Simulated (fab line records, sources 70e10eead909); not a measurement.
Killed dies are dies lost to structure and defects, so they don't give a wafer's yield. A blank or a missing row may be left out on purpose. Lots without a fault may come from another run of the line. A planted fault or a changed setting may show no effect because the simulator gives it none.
Chamber matching | flow nand_harc | NHARC_A_WL_FILL_ETCHBACK_26 on rie_si-01: 4 sister chambers
The step etches the open film in HBr, target depth 52 nm, time 13.3 s. 8 wafers are shown with their chamber, then 7 later ones without.

WAFERS WITH THEIR CHAMBER
wafer  | chamber | drypump_motor_current_A (A) | throttle_valve_pct (%)
L076.5 | 2       | 5.5                         | 23.257
L079.6 | 2       | 5.5                         | 23.254
L086.1 | 3       | 5.1                         | 23.270
L085.1 | 0       | 5.6                         | 23.285
L085.3 | 1       | 5.7                         | 23.265
L085.6 | 3       | 5.2                         | 23.278
L089.1 | 1       | 5.7                         | 23.253
L089.2 | 0       | 5.5                         | 23.276

WAFERS WITHOUT THEIR CHAMBER
wafer  | drypump_motor_current_A (A) | throttle_valve_pct (%)
L089.3 | 5.5                         | 23.273
L092.1 | 5.1                         | 23.275
L092.5 | 5.7                         | 23.263
L092.6 | 5.5                         | 23.271
L096.3 | 5.1                         | 23.259
L096.5 | 5.7                         | 23.256
L096.6 | 5.6                         | 23.266

WHICH CHAMBER EACH WENT THROUGH
wafer  | from the rows above          | in truth
L089.3 | can't be placed: 0 or 2      | 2
L092.1 | 3                            | 3
L092.5 | 1                            | 1
L092.6 | can't be placed: 0 or 2      | 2
L096.3 | 3                            | 3
L096.5 | 1                            | 1
L096.6 | can't be placed: 1 or 0 or 2 | 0
Placed correctly: 4 of 7. Can't be placed from these rows: 3 (the true chamber is among the candidates in 3). Placed wrongly: 0.
How it was worked out, from the rows above alone: a wafer's distance from a chamber is the root of the sum, over the readings, of the square of ((its reading less the chamber's mean) divided by the reading's scatter). The wafer belongs to the nearest chamber; if the next one is less than 2 further off, it can't be placed. A chamber's mean is the mean of its shown wafers. The scatter: the root of (the sum of the squares of (reading less its chamber's mean) over the shown wafers, divided by (wafers less chambers)).
